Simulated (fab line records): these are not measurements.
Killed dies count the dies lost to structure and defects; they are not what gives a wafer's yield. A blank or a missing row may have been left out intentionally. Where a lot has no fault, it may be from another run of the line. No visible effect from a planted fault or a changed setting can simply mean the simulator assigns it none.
fab line records    flow nand-harc    part 1 of 2: steps 1 to 4 of 6
[record] lots = 23  wafers = 69  last-day = 33
route steps=1302 shown A_CHANNEL_HOLE_D2@604 A_CHANNEL_FILL_D2@629 A_STAIRCASE@652
lots that met no fault: from a run of the same line without faults
start-h: start of the lot's first displayed wafer, in hours after the record's first day    wait-h: time in hours since the lot's previous step    " unchanged from the row above    L1.1+2: a row that stands for several wafers    - no value, or no start given    * or withheld: withheld    < > ~ a bound
route shown NAME@n: NAME is a module with steps in the file, n the number in the route of the first one    usual: mean/standard deviation of fault-free wafers    same: alike in all rows    chamber/n: place in a boat    sites: per-site readings    _std_site: standard deviation of those values    _edge_site: inner sites' mean taken away from outer sites' mean    radius-mm: how far each site lies from the wafer's centre    mask NAME#n: copy n    behind: the tool/chamber that last shaped the wafer    hold: what put the lot on hold/how long, in hours/how the hold closed    device: the n, p or np transistor that did not switch    end of line: tests run on the same wafers once the route is complete    a step given without rows: its recipe and nothing more    killed: not the wafer's yield, but the dies lost to structure and defects at the first sort    map: a wafer's dies, marking killed ones x, the rest . and places with no die _
set.NAME: the setting that was run; set.NAME@STEP: the one run at that earlier step    model.NAME: the simulator's own value behind a step, which no gauge read
route steps across a sampled set of lots; one table per step, one row per wafer
services: a tool's chamber out of use, with start hour (start-h, from the record's first day; less than 0 if before it), hours out, and reason
[[steps]]
[step NHARC_A_CHANNEL_HOLE_D2_STRIP_28]
[recipe] o2-flow-sccm = 500  ar-flow-sccm = 0  bias-w = 0  chemistry = O2
[usual] drypump-motor-current-A = 5.5/0.42  oes-product-au = 1.003/0.015  rf-vpp-V = 57.8/0.78  showerhead-plenum-p-Torr = 3.53/0.11  throttle-valve-pct = 17.036/0.0094
lot.wafer  tool         chamber  start-h  wait-h  drypump-motor-current-A  oes-product-au  rf-hours-counter-h  rf-vpp-V  showerhead-plenum-p-Torr  throttle-valve-pct
L075.2     rie-diel-04  3        -        -       4.9                      0.999           6.7                 57.2      3.50                      17.050
L075.3     "            2        "        "       5.0                      0.995           7.3                 57.4      3.62                      17.028
L075.5     "            3        "        "       4.9                      1.000           -                   57.1      3.50                      17.031
L074.2     rie-diel-11  0        -        -       5.7                      0.986           2.2                 57.9      3.70                      17.046
L074.3     "            1        "        "       5.0                      1.014           2.6                 57.0      3.46                      17.025
L074.4     "            3        "        "       5.5                      1.009           2.2                 60.7      3.59                      17.052
L076.1     rie-diel-04  1        -        -       5.8                      1.016           7.6                 58.4      3.47                      17.046
L076.5     "            1        "        "       5.8                      1.015           -                   56.9      3.47                      17.024
L076.6     "            3        "        "       4.9                      1.004           -                   57.6      3.50                      17.023
L078.4     rie-diel-04  3        -        -       4.9                      1.012           9.1                 58.5      3.50                      17.025
L078.2     "            2        "        "       5.0                      0.986           9.1                 58.4      3.62                      17.037
L078.5     "            0        "        "       6.0                      1.022           -                   56.0      3.45                      17.034
L077.1     rie-diel-11  0        -        -       5.7                      0.995           4.8                 58.3      3.70                      17.030
L077.6     "            2        "        "       5.4                      1.009           -                   58.4      3.68                      17.042
L077.5     "            3        "        "       5.5                      1.023           -                   56.9      3.59                      17.042
L079.2     rie-diel-04  1        -        -       5.8                      1.020           9.6                 56.4      3.47                      17.047
L079.4     "            2        "        "       5.0                      1.002           9.3                 57.5      3.62                      17.049
L079.5     "            0        "        "       6.0                      1.029           -                   57.9      3.45                      17.043
L080.4     rie-diel-04  3        -        -       4.9                      1.017           9.4                 57.1      3.50                      17.045
L080.3     "            0        "        "       6.0                      1.024           9.2                 58.3      3.45                      17.023
L080.6     "            0        "        "       6.0                      1.030           -                   57.2      3.45                      17.032
L081.4     rie-diel-11  0        -        -       5.7                      0.995           6.8                 58.9      3.70                      17.035
L081.5     "            2        "        "       5.5                      0.996           -                   59.2      3.68                      17.051
L081.6     "            3        "        "       5.5                      1.017           -                   58.0      3.59                      17.035
L082.1     rie-diel-06  2        -        -       5.7                      0.983           2.9                 57.0      3.33                      17.029
L082.4     "            1        "        "       5.8                      0.971           -                   59.4      3.78                      17.043
L082.5     "            0        "        "       5.4                      1.030           -                   57.8      3.55                      17.043
L083.2     rie-diel-04  1        -        -       5.8                      1.014           1.6                 57.7      3.47                      17.049
L083.1     "            0        "        "       6.0                      0.991           1.6                 58.8      3.45                      17.027
L083.6     "            1        "        "       5.7                      1.026           -                   57.1      3.47                      17.044
L084.2     rie-diel-04  1        -        -       5.7                      1.014           1.7                 56.8      3.47                      17.041
L084.4     "            2        "        "       5.0                      0.984           1.3                 59.5      3.62                      17.049
L084.3     "            0        "        "       6.0                      0.999           1.8                 58.2      3.45                      17.038
L085.4     rie-diel-11  1        -        -       5.0                      1.017           11.2                59.1      3.46                      17.047
L085.1     "            3        "        "       5.5                      1.012           10.3                59.0      3.58                      17.026
L085.5     "            0        "        "       5.7                      0.975           -                   57.7      3.70                      17.026
L087.3     rie-diel-04  1        -        -       5.8                      1.011           3.7                 59.5      3.47                      17.045
L087.2     "            3        "        "       4.9                      0.989           3.0                 57.7      3.50                      17.034
L087.1     "            0        "        "       6.0                      1.007           2.0                 57.2      3.45                      17.027
L088.1     rie-diel-04  3        -        -       4.9                      0.992           4.1                 57.1      3.50                      17.033
L088.4     "            1        "        "       5.8                      1.004           4.8                 56.6      3.47                      17.025
L088.3     "            2        "        "       5.0                      0.983           3.2                 58.5      3.62                      17.035
L090.4     rie-diel-06  2        -        -       5.8                      0.988           5.5                 57.5      3.33                      17.037
L090.3     "            3        "        "       6.2                      0.997           5.0                 56.7      3.45                      17.049
L090.1     "            0        "        "       5.4                      1.041           5.5                 57.3      3.55                      17.045
L089.2     rie-diel-04  3        -        -       4.9                      1.003           4.9                 57.5      3.50                      17.034
L089.3     "            1        "        "       5.8                      1.011           5.4                 58.9      3.47                      17.038
L089.1     "            2        "        "       5.0                      0.990           4.0                 57.6      3.62                      17.037
L092.2     rie-diel-04  1        -        -       5.8                      1.020           6.5                 57.3      3.47                      17.047
L092.4     "            2        "        "       5.0                      1.004           5.1                 58.3      3.62                      17.034
L092.1     "            3        "        "       4.9                      0.992           5.9                 58.4      3.50                      17.037
L091.1     rie-diel-04  3        -        -       4.9                      0.997           6.1                 58.7      3.50                      17.030
L091.3     "            1        "        "       5.8                      1.017           6.8                 56.7      3.47                      17.017
L091.5     "            2        "        "       5.0                      1.004           -                   58.0      3.62                      17.039
L093.1     rie-diel-06  1        -        -       5.8                      0.993           7.5                 57.0      3.77                      17.032
L093.3     "            2        "        "       5.8                      1.005           7.3                 57.6      3.33                      17.039
L093.5     "            1        "        "       5.8                      0.995           -                   58.8      3.77                      17.043
L095.4     rie-diel-06  2        -        -       5.8                      0.994           1.0                 57.3      3.33                      17.032
L095.3     "            0        "        "       5.4                      1.001           0.1                 57.8      3.55                      17.040
L095.1     "            1        "        "       5.8                      0.985           1.0                 58.4      3.77                      17.029
L094.4     rie-diel-11  0        -        -       5.7                      0.991           3.7                 57.4      3.69                      17.036
L094.1     "            1        "        "       5.0                      1.020           3.4                 57.4      3.45                      17.021
L094.5     "            3        "        "       5.5                      1.015           -                   57.5      3.58                      17.043
L097.1     rie-diel-06  3        -        -       6.2                      0.983           2.8                 57.2      3.45                      17.040
L097.5     "            2        "        "       5.8                      0.986           -                   57.7      3.33                      17.035
L097.6     "            3        "        "       6.2                      0.981           -                   56.6      3.45                      17.043
L096.2     rie-diel-04  2        525.55   0.1     5.0                      0.996           8.2                 59.8      3.62                      17.049
L096.3     "            3        "        "       4.9                      0.989           7.5                 57.9      3.50                      17.054
L096.1     "            1        "        "       5.8                      1.011           9.9                 57.2      3.47                      17.039
[step NHARC_A_CHANNEL_FILL_D2_STRIP_29]
[recipe] time-s = 20  o2-flow-sccm = 500  ar-flow-sccm = 0  bias-w = 0  chemistry = O2
[usual] drypump-motor-current-A = 5.61/0.29  oes-product-au = 1.005/0.013  rf-vpp-V = 57.6/0.9  showerhead-plenum-p-Torr = 3.47/0.15  throttle-valve-pct = 17.035/0.0089
lot.wafer  tool         chamber  start-h  wait-h  drypump-motor-current-A  oes-product-au  rf-hours-counter-h  rf-vpp-V  showerhead-plenum-p-Torr  throttle-valve-pct
L075.3     rie-diel-05  3        349.56   0.1     5.50                     1.023           3                   58.5      3.57                      17.038
L075.2     "            1        "        "       5.59                     1.012           3                   58.6      3.50                      17.042
L075.5     "            0        "        "       5.50                     1.004           -                   56.8      3.38                      17.043
L074.3     rie-diel-13  3        -        -       6.11                     1.005           0                   59.2      3.39                      17.038
L074.4     "            1        "        "       5.24                     1.003           0                   57.4      3.72                      17.027
L074.2     "            2        "        "       6.23                     0.988           0                   57.8      3.67                      17.032
L076.1     rie-diel-03  0        -        -       5.73                     0.992           12                  57.9      3.32                      17.046
L076.5     "            3        "        "       5.45                     1.003           -                   58.8      3.73                      17.046
L076.6     "            0        "        "       5.76                     0.989           -                   57.1      3.32                      17.017
L078.2     rie-diel-13  2        -        -       6.25                     0.991           1                   57.2      3.67                      17.053
L078.4     "            3        "        "       6.10                     1.009           1                   55.8      3.39                      17.036
L078.5     "            2        "        "       6.20                     0.989           -                   59.9      3.67                      17.033
L077.1     rie-diel-05  3        -        -       5.54                     1.009           4                   58.2      3.56                      17.022
L077.5     "            1        "        "       5.59                     1.004           -                   58.1      3.50                      17.038
L077.6     "            2        "        "       5.70                     1.005           -                   57.1      3.31                      17.017
L079.2     rie-diel-13  2        -        -       6.25                     0.982           1                   57.7      3.67                      17.035
L079.4     "            3        "        "       6.12                     1.014           1                   58.2      3.39                      17.034
L079.5     "            2        "        "       6.21                     0.993           -                   59.6      3.67                      17.021
L080.4     rie-diel-05  3        -        -       5.53                     1.016           4                   58.8      3.56                      17.037
L080.3     "            0        "        "       5.52                     1.015           4                   58.5      3.38                      17.043
L080.6     "            2        "        "       5.74                     1.004           -                   57.4      3.31                      17.040
L081.4     rie-diel-03  1        -        -       4.99                     0.998           23                  57.4      3.56                      17.025
L081.5     "            0        "        "       5.74                     0.986           -                   57.3      3.32                      17.036
L081.6     "            1        "        "       4.98                     1.004           -                   57.3      3.56                      17.043
L082.1     rie-diel-03  0        434.99   0.1     5.75                     0.982           24                  57.1      3.31                      17.051
L082.5     "            2        "        "       5.41                     0.962           -                   56.3      3.28                      17.041
L082.4     "            3        "        "       5.46                     1.015           -                   59.8      3.72                      17.033
L083.1     rie-diel-05  2        -        -       5.76                     1.006           1                   57.5      3.31                      17.051
L083.2     "            0        "        "       5.56                     0.999           1                   58.0      3.38                      17.034
L083.6     "            3        "        "       5.52                     1.004           -                   58.5      3.56                      17.038
L084.3     rie-diel-05  2        -        -       5.75                     0.995           1                   56.7      3.31                      17.034
L084.2     "            3        "        "       5.52                     1.019           1                   57.8      3.56                      17.029
L084.4     "            0        "        "       5.54                     1.005           1                   56.8      3.38                      17.033
L085.1     rie-diel-03  1        456.90   0.1     4.96                     0.990           29                  57.9      3.56                      17.039
L085.4     "            1        "        "       4.98                     0.992           -                   55.8      3.56                      17.014
L085.5     "            3        "        "       5.47                     1.010           -                   58.8      3.72                      17.025
L087.2     rie-diel-13  2        -        -       6.21                     0.988           4                   58.5      3.67                      17.043
L087.1     "            3        "        "       6.07                     1.004           4                   57.0      3.38                      17.058
L087.3     "            0        "        "       5.84                     1.010           4                   56.3      3.39                      17.029
L088.1     rie-diel-05  3        494.88   0.2     5.50                     1.005           2                   58.1      3.56                      17.027
L088.3     "            2        "        "       5.72                     1.017           2                   56.7      3.31                      17.032
L088.4     "            1        "        "       5.60                     1.017           -                   57.5      3.50                      17.038
L090.1     rie-diel-03  2        -        -       5.41                     0.992           6                   57.1      3.28                      17.035
L090.4     "            0        "        "       5.81                     0.987           6                   56.8      3.31                      17.029
L090.3     "            1        "        "       5.02                     0.992           6                   58.9      3.56                      17.043
L089.1     rie-diel-05  1        -        -       5.59                     1.006           2                   59.2      3.50                      17.044
L089.3     "            2        "        "       5.74                     1.015           2                   57.4      3.31                      17.039
L089.2     "            3        "        "       5.53                     1.008           2                   58.8      3.56                      17.034
L091.1     rie-diel-03  2        -        -       5.42                     0.998           9                   57.1      3.28                      17.038
L091.3     "            3        "        "       5.44                     1.020           8                   56.9      3.71                      17.051
L091.5     "            0        "        "       5.76                     0.988           -                   56.7      3.31                      17.039
L092.2     rie-diel-05  3        -        -       5.54                     1.022           2                   58.5      3.56                      17.035
L092.1     "            0        "        "       5.52                     1.020           2                   57.9      3.38                      17.020
L092.4     "            1        "        "       5.62                     1.027           3                   57.7      3.50                      17.037
L093.3     rie-diel-05  0        525.82   0.1     5.51                     1.013           2                   58.5      3.38                      17.033
L093.1     "            2        "        "       5.74                     1.015           3                   57.2      3.31                      17.028
L093.5     "            0        "        "       5.53                     1.012           -                   56.7      3.38                      17.036
L094.4     rie-diel-13  1        -        -       5.23                     1.017           1                   57.8      3.72                      17.038
L094.1     "            2        "        "       6.20                     1.014           1                   57.3      3.67                      17.023
L094.5     "            0        "        "       5.81                     0.990           -                   57.6      3.39                      17.022
L095.4     rie-diel-03  2        -        -       5.42                     0.987           13                  57.1      3.27                      17.035
L095.1     "            3        "        "       5.45                     1.014           13                  57.9      3.71                      17.029
L095.3     "            1        "        "       5.02                     0.988           14                  57.6      3.55                      17.044
L097.1     rie-diel-05  1        -        -       5.58                     1.012           4                   57.8      3.50                      17.058
L097.5     "            3        "        "       5.53                     1.014           -                   58.6      3.56                      17.029
L097.6     "            0        "        "       5.50                     1.005           -                   59.3      3.38                      17.035
L096.2     rie-diel-03  0        -        -       5.76                     0.984           15                  56.6      3.30                      17.038
L096.1     "            1        "        "       4.98                     1.000           15                  56.7      3.55                      17.032
L096.3     "            2        "        "       5.42                     0.999           14                  56.5      3.27                      17.009
[step NHARC_A_STAIRCASE_ETCH_170]
[recipe] target-depth-a = 2000  time-s = 66.667  ion-energy-ev = 250  c4f6-flow-sccm = 25  o2-flow-sccm = 20  ar-flow-sccm = 500  rf-w = 600  bias-w = 500  chemistry = C4F6/O2
[usual] drypump-motor-current-A = 5.7/0.53  oes-product-au = 0.976/0.016  rf-vpp-V = 545.3/3  showerhead-plenum-p-Torr = 3.85/0.14  throttle-valve-pct = 26.904/0.0097
lot.wafer  tool         chamber  start-h  wait-h  drypump-motor-current-A  oes-product-au  rf-hours-counter-h  rf-vpp-V  showerhead-plenum-p-Torr  throttle-valve-pct
L075.3     rie-diel-02  0        -        -       5.6                      0.975           50                  540.7     3.67                      26.912
L075.2     "            1        "        "       6.0                      0.998           49                  542.3     3.73                      26.917
L075.5     "            0        "        "       5.6                      0.971           -                   541.4     3.67                      26.905
L074.2     rie-diel-02  1        -        -       6.1                      0.988           53                  543.4     3.73                      26.910
L074.4     "            2        "        "       4.7                      0.973           50                  545.3     3.85                      26.902
L074.3     "            3        "        "       6.0                      0.983           50                  543.9     3.76                      26.901
L076.1     rie-diel-12  3        -        -       5.4                      0.988           38                  546.3     3.87                      26.873
L076.5     "            2        "        "       5.9                      1.014           -                   546.3     3.87                      26.908
L076.6     "            3        "        "       5.3                      0.987           -                   546.1     3.87                      26.910
L078.2     rie-diel-02  3        -        -       6.0                      0.991           56                  542.6     3.75                      26.912
L078.4     "            1        "        "       6.1                      0.978           58                  544.0     3.72                      26.901
L078.5     "            3        "        "       6.0                      0.982           -                   543.9     3.75                      26.916
L077.1     rie-diel-02  3        -        -       6.0                      0.987           2                   544.0     3.75                      26.904
L077.6     "            0        "        "       5.6                      0.988           -                   541.2     3.67                      26.920
L077.5     "            1        "        "       6.0                      0.950           -                   541.6     3.72                      26.908
L079.2     rie-diel-02  1        -        -       6.1                      0.954           4                   542.2     3.72                      26.905
L079.4     "            3        "        "       6.1                      0.993           2                   542.7     3.75                      26.897
L079.5     "            1        "        "       6.1                      0.949           -                   545.1     3.72                      26.891
L080.3     rie-diel-02  1        -        -       6.0                      0.931           4                   542.4     3.72                      26.911
L080.4     "            0        "        "       5.6                      0.971           4                   540.8     3.67                      26.904
L080.6     "            2        "        "       4.8                      0.940           -                   545.0     3.85                      26.909
L081.4     rie-diel-09  1        -        -       5.6                      0.967           27                  551.2     4.08                      26.911
L081.6     "            2        "        "       5.5                      0.962           -                   546.4     3.98                      26.908
L081.5     "            3        "        "       6.6                      0.981           -                   548.4     4.06                      26.911
L082.1     rie-diel-09  0        -        -       5.3                      0.970           39                  547.2     3.92                      26.912
L082.4     "            1        "        "       5.5                      0.973           32                  552.3     4.07                      26.885
L082.5     "            1        "        "       5.5                      0.966           -                   548.9     4.07                      26.913
L083.2     rie-diel-02  3        -        -       6.1                      0.974           20                  542.3     3.74                      26.909
L083.1     "            0        "        "       5.6                      0.977           20                  541.8     3.66                      26.906
L083.6     "            1        "        "       6.0                      0.969           -                   543.0     3.71                      26.888
L084.2     rie-diel-02  2        -        -       4.8                      0.973           21                  544.9     3.84                      26.894
L084.4     "            3        "        "       6.1                      0.977           20                  543.1     3.74                      26.912
L084.3     "            0        "        "       5.6                      0.982           20                  540.6     3.66                      26.895
L085.4     rie-diel-09  3        -        -       6.6                      0.970           43                  547.3     4.05                      26.902
L085.1     "            0        "        "       5.4                      0.961           43                  548.0     3.91                      26.911
L085.5     "            2        "        "       5.5                      0.961           -                   548.8     3.97                      26.907
L087.2     rie-diel-02  0        -        -       5.6                      0.994           27                  540.9     3.65                      26.914
L087.1     "            1        "        "       6.0                      0.960           28                  542.9     3.71                      26.918
L087.3     "            2        "        "       4.8                      0.965           28                  545.2     3.83                      26.906
L088.4     rie-diel-02  0        -        -       5.6                      0.975           34                  540.8     3.65                      26.913
L088.1     "            1        "        "       6.1                      0.954           36                  543.3     3.70                      26.901
L088.3     "            2        "        "       4.8                      0.970           35                  544.7     3.83                      26.902
L090.4     rie-diel-09  3        -        -       6.6                      1.010           0                   549.7     4.04                      26.915
L090.3     "            0        "        "       5.4                      1.001           0                   546.2     3.91                      26.907
L090.1     "            2        "        "       5.5                      0.997           0                   549.3     3.97                      26.908
L089.1     rie-diel-09  0        -        -       5.3                      0.951           0                   547.2     3.91                      26.890
L089.3     "            2        "        "       5.5                      0.974           0                   546.8     3.97                      26.895
L089.2     "            3        "        "       6.6                      0.969           0                   549.9     4.04                      26.917
L092.4     rie-diel-09  1        -        -       5.6                      0.971           5                   548.3     4.06                      26.892
L092.1     "            3        "        "       6.6                      0.997           6                   550.4     4.04                      26.907
L092.2     "            0        "        "       5.3                      0.973           5                   545.3     3.90                      26.901
L091.1     rie-diel-02  2        -        -       4.8                      0.975           44                  545.4     3.82                      26.904
L091.3     "            3        "        "       6.1                      0.970           42                  542.1     3.73                      26.905
L091.5     "            3        "        "       6.0                      0.973           -                   540.8     3.73                      26.909
L093.3     rie-diel-09  3        -        -       6.6                      1.006           8                   549.4     4.04                      26.891
L093.1     "            2        "        "       5.5                      0.995           8                   546.4     3.96                      26.891
L093.5     "            0        "        "       5.3                      0.960           -                   549.2     3.90                      26.907
L095.4     rie-diel-02  3        -        -       6.0                      0.979           56                  542.0     3.72                      26.898
L095.3     "            0        "        "       5.6                      0.975           55                  542.0     3.64                      26.902
L095.1     "            1        "        "       6.1                      0.962           49                  541.6     3.69                      26.895
L094.4     rie-diel-09  0        -        -       5.3                      0.971           13                  546.8     3.90                      26.917
L094.1     "            1        "        "       5.6                      0.963           14                  550.3     4.06                      26.926
L094.5     "            0        "        "       5.3                      0.957           -                   548.1     3.90                      26.897
L097.1     rie-diel-09  2        -        -       5.5                      0.976           24                  547.3     3.95                      26.909
L097.5     "            1        "        "       5.6                      0.962           -                   549.6     4.05                      26.936
L097.6     "            2        "        "       5.5                      0.979           -                   546.8     3.95                      26.891
L096.2     rie-diel-09  0        -        -       5.3                      0.978           23                  546.0     3.89                      26.909
L096.3     "            1        "        "       5.6                      0.977           24                  549.6     4.05                      26.898
L096.1     "            2        "        "       5.5                      0.988           24                  547.8     3.95                      26.923
[step NHARC_A_STAIRCASE_ETCH_15]
[recipe] target-depth-a = 1000  time-s = 40.5  ion-energy-ev = 400  c4f8-flow-sccm = 20  o2-flow-sccm = 10  ar-flow-sccm = withheld  rf-w = 600  bias-w = 1000  chemistry = C4F8/O2
[usual] oes-product-au = 0.944/0.013  rf-vpp-V = 894/4.5
lot.wafer  tool         chamber  start-h  wait-h  oes-product-au  rf-hours-counter-h  rf-vpp-V
L075.2     rie-diel-02  1        -        -       0.939           51                  890
L075.3     "            2        "        "       0.932           47                  895
L075.5     "            0        "        "       0.947           -                   887
L074.3     rie-diel-02  2        -        -       0.951           50                  893
L074.4     "            3        "        "       0.961           51                  891
L074.2     "            0        "        "       0.946           53                  888
L076.1     rie-diel-02  2        -        -       0.955           50                  892
L076.5     "            1        "        "       0.959           -                   891
L076.6     "            2        "        "       0.941           -                   894
L078.4     rie-diel-12  3        -        -       0.933           45                  894
L078.2     "            1        "        "       0.939           34                  893
L078.5     "            3        "        "       0.935           -                   894
L077.1     rie-diel-02  1        -        -       0.925           5                   890
L077.6     "            2        "        "       0.931           -                   894
L077.5     "            3        "        "       0.945           -                   890
L079.2     rie-diel-12  2        -        -       0.968           43                  894
L079.4     "            0        "        "       0.945           -                   889
L079.5     "            2        "        "       0.971           -                   893
L080.4     rie-diel-09  2        -        -       0.937           26                  898
L080.3     "            3        "        "       0.952           26                  899
L080.6     "            2        "        "       0.939           -                   898
L081.4     rie-diel-09  3        -        -       0.950           -                   901
L081.5     "            0        "        "       0.926           -                   896
L081.6     "            1        "        "       0.941           -                   899
L082.1     rie-diel-12  3        -        -       0.966           58                  895
L082.4     "            2        "        "       0.979           53                  893
L082.5     "            3        "        "       0.958           -                   894
L083.2     rie-diel-09  0        -        -       0.940           42                  896
L083.1     "            1        "        "       0.929           36                  900
L083.6     "            3        "        "       0.967           -                   901
L084.2     rie-diel-09  1        -        -       0.926           36                  901
L084.4     "            3        "        "       0.941           41                  898
L084.3     "            0        "        "       0.920           42                  895
L085.1     rie-diel-02  3        -        -       0.961           22                  890
L085.4     "            1        "        "       0.930           24                  889
L085.5     "            2        "        "       0.936           -                   894
L087.3     rie-diel-12  0        -        -       0.953           8                   888
L087.1     "            2        "        "       0.964           8                   893
L087.2     "            3        "        "       0.961           7                   894
L088.3     rie-diel-02  3        -        -       0.940           35                  889
L088.4     "            0        "        "       0.939           35                  885
L088.1     "            1        "        "       0.920           37                  888
L090.4     rie-diel-12  0        -        -       0.954           22                  887
L090.3     "            1        "        "       0.952           20                  893
L090.1     "            2        "        "       0.961           19                  892
L089.1     rie-diel-09  1        -        -       0.939           1                   900
L089.3     "            2        "        "       0.958           1                   897
L089.2     "            3        "        "       0.961           1                   898
L092.1     rie-diel-12  0        -        -       0.934           29                  887
L092.2     "            1        "        "       0.925           26                  893
L092.4     "            2        "        "       0.950           28                  893
L091.3     rie-diel-02  3        -        -       0.933           43                  890
L091.1     "            1        "        "       0.920           45                  890
L091.5     "            3        "        "       0.940           -                   889
L093.1     rie-diel-12  2        -        -       0.943           32                  893
L093.3     "            0        "        "       0.937           34                  888
L093.5     "            2        "        "       0.945           -                   892
L095.1     rie-diel-09  3        -        -       0.952           16                  898
L095.3     "            0        "        "       0.929           14                  895
L095.4     "            2        "        "       0.946           16                  896
L094.4     rie-diel-09  3        -        -       0.955           17                  899
L094.1     "            0        "        "       0.929           14                  895
L094.5     "            3        "        "       0.954           -                   901
L096.3     rie-diel-02  2        -        -       0.921           0                   893
L096.1     "            0        "        "       0.922           0                   907
L096.2     "            1        "        "       0.915           0                   888
L097.1     rie-diel-12  2        -        -       0.942           47                  894
L097.6     "            0        "        "       0.931           -                   886
L097.5     "            1        "        "       0.937           -                   892
